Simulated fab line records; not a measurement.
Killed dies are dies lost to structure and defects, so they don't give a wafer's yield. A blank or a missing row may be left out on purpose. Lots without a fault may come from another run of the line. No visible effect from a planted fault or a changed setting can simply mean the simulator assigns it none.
fab line records	flow n5-finfet	part 2 of 2: steps 4 to 6 of 6
record lots=23	wafers=69	last-day=18
route steps=1938 shown MOL_CONTACT_COAG@526 BEOL_M0_SAQP@634
lots that met no fault: from a run of the same line without faults
start-h: the number of hours between the record's first day and the start of the first shown wafer of the lot	wait-h: how many hours have passed since the lot's step before this one	" as in the row above	L1.1+2: a row that stands for several wafers	- either no value or no given start	* or withheld: withheld	< > ~ a bound
route shown NAME@n: names a module that has steps shown in the file, with the first one's number in the route	usual: mean and standard deviation over wafers with no fault	same: alike in all rows	chamber/n: place in a boat	sites: the reading at each site	_std_site: how widely they spread, as a standard deviation	_edge_site: outer sites' mean less inner sites'	radius-mm: for every site, how far away it sits from the centre of the wafer	mask NAME#n: copy n	behind: the tool/chamber that last shaped the wafer	hold: what put the lot on hold/how long, in hours/how the hold closed	device: transistor that didn't switch, given as n, p or np	end of line: the route-end tests of the same wafers	step lacking rows: just its recipe	killed: dies lost to structure and defects at the first sort, not the wafer's yield	map: a wafer's dies, x killed, . not, _ none there
set.NAME: the setting that was run; set.NAME@STEP: the one run at that earlier step	model.NAME: the simulator's own value behind a step, which no gauge read
route steps across a sampled set of lots; one table per step, one row per wafer
services: when a tool's chamber went out of use (start-h, in hours from the record's first day, below 0 if earlier), for how many hours, and the reason
## steps
# step N5_MOL_CONTACT_COAG_STRIP_72
# recipe chemistry=N2/H2	power-w=450	temp-c=40	pressure-mtorr=20	rf-frequency-hz=6e+07	overash-fraction=3	bias-power-w=7	h2-frac=0.5	n2-flow-sccm=200	h2-flow-sccm=200
# usual drypump-motor-current-A=5.8/0.45	oes-product-au=0.80/0.098	rf-vpp-V=59.2/2	showerhead-plenum-p-Torr=2.53/0.093	temp-c=40.00/0.11	throttle-valve-pct=23.7/0.3
lot.wafer	tool	chamber	start-h	wait-h	drypump-motor-current-A	oes-product-au	rf-hours-counter-h	rf-vpp-V	showerhead-plenum-p-Torr	temp-c	throttle-valve-pct
L075.1	rie-diel-03	2	113.99	0.0	5.7	0.68	248	58.3	2.39	39.86	24.2
L075.2	"	0	"	"	5.4	0.75	160	58.9	2.42	40.20	23.5
L075.6	"	0	"	"	5.4	0.74	-	53.9	2.43	39.98	23.6
L074.3	rie-diel-06	2	116.81	0.0	5.4	0.72	231	60.2	2.60	39.90	23.8
L074.5	"	2	"	"	5.4	0.71	-	56.8	2.60	40.11	23.8
L074.6	"	0	"	"	6.5	0.80	-	60.6	2.46	40.04	23.5
L076.4	rie-diel-03	1	117.57	0.0	5.7	0.69	227	59.0	2.63	40.24	24.3
L076.5	"	3	"	"	6.6	0.85	-	61.4	2.67	39.83	23.1
L076.6	"	2	"	"	5.7	0.68	-	59.6	2.39	40.03	24.1
L077.2	rie-diel-01	2	125.59	0.0	5.8	0.72	184	54.4	2.53	39.97	23.7
L077.5	"	2	"	"	5.8	0.72	-	58.1	2.53	40.11	23.7
L077.6	"	3	"	"	5.5	0.74	-	61.8	2.51	40.07	23.6
L078.3	rie-diel-06	0	132.89	0.0	6.5	0.78	113	60.6	2.45	40.04	23.5
L078.4	"	3	"	"	5.5	0.98	-	57.4	2.49	39.88	24.0
L078.6	"	0	"	"	6.5	0.77	-	56.8	2.45	40.22	23.5
L079.2	rie-diel-06	3	133.28	0.0	5.6	0.97	2	56.9	2.49	39.82	23.9
L079.3	"	0	"	"	6.5	0.79	113	58.9	2.45	39.99	23.5
L079.4	"	2	"	"	5.4	0.71	-	60.0	2.60	40.15	23.8
L080.2	rie-diel-01	2	141.24	0.0	5.8	0.71	190	61.5	2.53	39.86	23.7
L080.5	"	1	"	"	5.3	0.71	-	60.1	2.41	39.97	24.2
L080.6	"	0	"	"	5.5	0.75	-	60.9	2.64	39.95	23.9
L081.1	rie-diel-06	0	146.73	0.0	6.5	0.77	119	59.0	2.45	39.91	23.5
L081.4	"	3	"	"	5.5	0.94	-	61.7	2.49	39.65	23.9
L081.5	"	0	"	"	6.5	0.78	-	58.1	2.45	40.00	23.6
L082.1	rie-diel-01	0	152.12	0.0	5.5	0.74	166	59.2	2.64	39.89	23.9
L082.3	"	3	"	"	5.5	0.73	186	57.7	2.51	39.90	23.6
L082.4	"	1	"	"	5.3	0.70	207	59.0	2.41	40.13	24.2
L083.3	rie-diel-03	2	159.35	0.0	5.7	0.96	6	60.7	2.71	40.07	23.7
L083.5	"	2	"	"	5.7	0.97	-	59.6	2.71	40.08	23.7
L083.6	"	3	"	"	6.6	0.85	-	60.7	2.67	40.10	23.1
L084.2	rie-diel-06	3	170.49	0.0	5.5	0.93	16	59.0	2.49	39.93	24.0
L084.3	"	1	"	"	5.5	0.96	7	57.1	2.50	39.92	23.3
L084.5	"	1	"	"	5.5	0.94	-	58.1	2.50	40.01	23.3
L085.2	rie-diel-03	2	172.13	0.0	5.7	0.91	11	61.0	2.70	39.99	23.7
L085.3	"	0	"	"	5.3	0.75	177	56.0	2.42	40.17	23.6
L085.4	"	1	"	"	5.7	0.70	245	58.9	2.63	40.04	24.3
L086.1	rie-diel-06	0	182.55	0.0	6.5	0.75	133	57.9	2.45	39.91	23.5
L086.5	"	1	"	"	5.5	0.93	-	65.2	2.50	40.19	23.3
L086.6	"	0	"	"	6.5	0.77	-	59.1	2.45	40.06	23.6
L088.1	rie-diel-06	1	188.91	0.0	5.5	0.92	15	57.7	2.49	39.96	23.3
L088.5	"	1	"	"	5.5	0.92	-	56.5	2.49	40.04	23.4
L088.6	"	0	"	"	6.5	0.77	-	60.9	2.44	40.07	23.6
L089.2	rie-diel-06	1	191.98	0.0	5.4	0.91	16	60.3	2.49	39.86	23.3
L089.5	"	1	"	"	5.5	0.91	-	59.2	2.50	39.91	23.3
L089.6	"	0	"	"	6.5	0.76	-	59.4	2.44	40.02	23.5
L090.1	rie-diel-06	1	199.37	0.0	5.5	0.91	19	56.7	2.49	40.11	23.4
L090.3	"	2	"	"	5.3	0.99	3	61.2	2.59	40.16	23.6
L090.4	"	3	"	"	5.5	0.89	27	58.3	2.48	40.02	24.0
L091.1	rie-diel-03	3	210.27	0.0	6.6	0.80	86	60.1	2.66	40.06	23.1
L091.2	"	2	"	"	5.7	0.89	25	59.3	2.70	39.97	23.7
L091.3	"	0	"	"	5.4	0.72	194	59.2	2.41	39.93	23.6
L092.1	rie-diel-03	0	214.20	0.0	5.4	0.72	195	58.5	2.41	40.02	23.6
L092.4	"	3	"	"	6.6	0.81	-	60.2	2.66	39.94	23.1
L092.6	"	0	"	"	5.3	0.72	-	57.1	2.41	40.07	23.6
L093.1	rie-diel-06	0	217.50	0.0	6.5	0.76	140	63.2	2.44	40.00	23.6
L093.2	"	3	"	"	5.5	0.88	34	59.4	2.48	39.96	23.9
L093.4	"	2	"	"	5.3	0.95	10	62.9	2.59	39.87	23.6
L094.1	rie-diel-01	2	222.70	0.0	5.8	0.69	218	63.4	2.52	40.09	23.8
L094.5	"	3	"	"	5.5	0.72	-	60.0	2.50	39.99	23.6
L094.6	"	2	"	"	5.8	0.68	-	57.0	2.52	40.08	23.8
L095.3	rie-diel-01	2	226.64	0.0	5.8	0.67	219	58.8	2.52	40.02	23.7
L095.5	"	0	"	"	5.5	0.71	-	59.8	2.63	40.05	23.9
L095.6	"	1	"	"	5.3	0.70	-	58.0	2.40	39.93	24.2
L096.1	rie-diel-03	1	231.63	0.0	5.7	0.98	5	58.3	2.62	40.10	24.0
L096.2	"	0	"	"	5.4	0.72	201	59.6	2.41	39.87	23.6
L096.4	"	2	"	"	5.7	0.90	30	58.0	2.69	39.92	23.7
L097.2	rie-diel-01	3	243.28	0.0	5.5	0.71	216	60.9	2.50	40.14	23.6
L097.3	"	1	"	"	5.4	0.69	237	55.5	2.40	39.97	24.3
L097.5	"	3	"	"	5.5	0.72	-	60.8	2.50	39.82	23.6
# step N5_MOL_CONTACT_COAG_INSPECT_97
# recipe inspect-instrument=darkfield	mode=post-anneal
# usual raw-defect-count=43/14
lot.wafer	tool	chamber	start-h	wait-h	raw-defect-count
L075.1	defect-inspect-01	-	119.44	0.0	28
L075.2	"	-	"	"	35
L075.6	"	-	"	"	42
L074.3	defect-inspect-01	-	122.47	0.1	70
L074.5	"	-	"	"	36
L074.6	"	-	"	"	39
L076.4	defect-inspect-02	-	122.49	0.1	36
L076.5	"	-	"	"	51
L076.6	"	-	"	"	38
L077.2	defect-inspect-01	-	129.64	0.0	21
L077.5	"	-	"	"	32
L077.6	"	-	"	"	30
L078.3	defect-inspect-01	-	136.98	0.1	24
L078.4	"	-	"	"	58
L078.6	"	-	"	"	26
L079.2	defect-inspect-01	-	139.96	0.0	33
L079.3	"	-	"	"	37
L079.4	"	-	"	"	46
L080.2	defect-inspect-02	-	145.28	0.0	50
L080.5	"	-	"	"	53
L080.6	"	-	"	"	52
L081.1	defect-inspect-01	-	150.76	0.0	46
L081.4	"	-	"	"	43
L081.5	"	-	"	"	45
L082.1	defect-inspect-02	-	156.15	0.0	48
L082.3	"	-	"	"	57
L082.4	"	-	"	"	59
L083.3	defect-inspect-02	-	163.42	0.1	28
L083.5	"	-	"	"	41
L083.6	"	-	"	"	37
L084.2	defect-inspect-02	-	174.53	0.0	46
L084.3	"	-	"	"	39
L084.5	"	-	"	"	64
L085.2	defect-inspect-02	-	177.53	0.0	20
L085.3	"	-	"	"	24
L085.4	"	-	"	"	40
L086.1	defect-inspect-02	-	186.99	0.0	45
L086.5	"	-	"	"	86
L086.6	"	-	"	"	56
L088.1	defect-inspect-01	-	194.45	0.0	31
L088.5	"	-	"	"	52
L088.6	"	-	"	"	42
L089.2	defect-inspect-02	-	197.48	0.1	56
L089.5	"	-	"	"	37
L089.6	"	-	"	"	45
L090.1	defect-inspect-02	-	203.41	0.0	59
L090.3	"	-	"	"	66
L090.4	"	-	"	"	65
L091.1	defect-inspect-01	-	214.47	0.0	73
L091.2	"	-	"	"	43
L091.3	"	-	"	"	60
L092.1	defect-inspect-01	-	218.23	0.0	37
L092.4	"	-	"	"	22
L092.6	"	-	"	"	43
L093.1	defect-inspect-02	-	221.53	0.0	45
L093.2	"	-	"	"	66
L093.4	"	-	"	"	49
L094.1	defect-inspect-02	-	226.74	0.0	35
L094.5	"	-	"	"	56
L094.6	"	-	"	"	50
L095.3	defect-inspect-02	-	230.71	0.1	30
L095.5	"	-	"	"	34
L095.6	"	-	"	"	32
L096.1	defect-inspect-02	-	235.67	0.0	26
L096.2	"	-	"	"	31
L096.4	"	-	"	"	33
L097.2	defect-inspect-01	-	247.33	0.0	80
L097.3	"	-	"	"	45
L097.5	"	-	"	"	59
# step N5_BEOL_M0_SAQP_HM_DEP_02
# recipe material=TiN	target-thk-a=120	temp-c=25	chamber-pressure-pa=0.49996
# usual substrate-temp-c=25.00/0.096	throttle-valve-pct=29.9/0.94
lot.wafer	tool	chamber	start-h	wait-h	substrate-temp-c	throttle-valve-pct
L075.1	pvd-sputter-03	-	121.60	1.8	25.01	29.0
L075.2	"	-	"	"	24.98	29.6
L075.6	"	-	"	"	24.99	29.5
L074.3	pvd-sputter-02	-	125.99	3.2	25.05	29.7
L074.5	"	-	"	"	25.11	30.4
L074.6	"	-	"	"	24.88	30.0
L076.4	pvd-sputter-02	-	126.09	3.3	24.97	30.4
L076.5	"	-	"	"	25.04	29.5
L076.6	"	-	"	"	25.06	29.7
L077.2	pvd-sputter-01	-	132.90	2.9	25.03	30.3
L077.5	"	-	"	"	24.89	28.9
L077.6	"	-	"	"	25.10	31.0
L078.3	pvd-sputter-01	-	137.36	0.0	25.04	30.4
L078.4	"	-	"	"	25.12	29.2
L078.6	"	-	"	"	24.96	30.9
L079.2	pvd-sputter-03	-	140.72	0.4	25.03	29.8
L079.3	"	-	"	"	24.81	31.4
L079.4	"	-	"	"	25.04	29.1
L080.2	pvd-sputter-03	-	146.51	0.9	25.14	31.3
L080.5	"	-	"	"	25.03	29.5
L080.6	"	-	"	"	24.97	28.0
L081.1	pvd-sputter-02	-	153.02	1.9	25.02	30.0
L081.4	"	-	"	"	25.04	30.5
L081.5	"	-	"	"	25.04	29.6
L082.1	pvd-sputter-03	-	158.36	1.8	25.07	28.0
L082.3	"	-	"	"	25.10	29.0
L082.4	"	-	"	"	24.99	29.6
L083.3	pvd-sputter-02	-	164.95	1.2	25.12	30.3
L083.5	"	-	"	"	24.94	30.4
L083.6	"	-	"	"	25.00	29.7
L084.2	pvd-sputter-03	-	175.47	0.6	25.02	29.7
L084.3	"	-	"	"	24.92	28.2
L084.5	"	-	"	"	24.77	31.7
L085.2	pvd-sputter-01	-	179.60	1.7	25.07	30.4
L085.3	"	-	"	"	24.87	31.2
L085.4	"	-	"	"	25.03	30.6
L086.1	pvd-sputter-03	-	189.41	2.0	24.86	29.7
L086.5	"	-	"	"	25.00	29.0
L086.6	"	-	"	"	24.92	31.5
L088.1	pvd-sputter-01	-	198.51	3.7	24.89	29.0
L088.5	"	-	"	"	25.09	30.5
L088.6	"	-	"	"	24.93	28.9
L089.2	pvd-sputter-01	-	199.11	1.3	25.12	29.1
L089.5	"	-	"	"	25.06	31.0
L089.6	"	-	"	"	24.88	30.3
L090.1	pvd-sputter-01	-	204.57	0.8	24.95	30.5
L090.3	"	-	"	"	24.72	28.9
L090.4	"	-	"	"	24.97	30.4
L091.1	pvd-sputter-02	-	216.36	1.5	25.10	29.9
L091.2	"	-	"	"	25.01	29.9
L091.3	"	-	"	"	25.11	29.8
L092.1	pvd-sputter-02	-	220.10	1.5	25.03	30.6
L092.4	"	-	"	"	25.06	29.7
L092.6	"	-	"	"	25.16	30.3
L093.1	pvd-sputter-03	-	223.71	1.8	24.92	29.1
L093.2	"	-	"	"	25.08	31.6
L093.4	"	-	"	"	24.94	29.7
L094.1	pvd-sputter-03	-	228.76	1.6	24.88	29.0
L094.5	"	-	"	"	24.92	28.2
L094.6	"	-	"	"	24.91	29.0
L095.3	pvd-sputter-03	-	231.27	0.2	24.96	28.2
L095.5	"	-	"	"	25.04	27.9
L095.6	"	-	"	"	25.20	29.0
L096.1	pvd-sputter-02	-	236.39	0.3	24.97	30.4
L096.2	"	-	"	"	24.92	29.9
L096.4	"	-	"	"	24.99	29.8
L097.2	pvd-sputter-02	-	248.18	0.5	25.12	29.7
L097.3	"	-	"	"	24.95	30.0
L097.5	"	-	"	"	25.14	29.8
## services
tool	chamber	start-h	hours	kind
rie-diel-01	1	95.89	7.1	repair
rie-diel-06	3	104.22	-	clean
rie-diel-06	3	104.22	-	consumable-replace:focus-ring
rie-diel-06	3	104.22	26.0	scheduled-down
rie-diel-06	3	104.22	26.0	vent-cycle
rie-diel-06	-	127.09	0.4	repair
rie-diel-03	2	127.13	-	clean
rie-diel-03	2	127.13	-	consumable-replace:focus-ring
rie-diel-03	2	127.13	-	consumable-replace:showerhead
rie-diel-03	2	127.13	11.0	scheduled-down
rie-diel-03	2	127.13	11.0	vent-cycle
pvd-sputter-03	-	128.00	1.9	repair
rie-diel-06	1	130.24	-	clean
rie-diel-06	1	130.24	-	consumable-replace:focus-ring
rie-diel-06	1	130.24	18.3	scheduled-down
rie-diel-06	1	130.24	18.3	vent-cycle
rie-diel-06	2	166.95	-	clean
rie-diel-06	2	166.95	-	consumable-replace:focus-ring
rie-diel-06	2	166.95	22.3	scheduled-down
rie-diel-06	2	166.95	22.3	vent-cycle
rie-diel-03	2	177.94	5.5	repair
rie-diel-06	0	200.50	16.6	repair
rie-diel-03	-	205.84	0.2	repair
rie-diel-03	2	220.89	7.3	repair
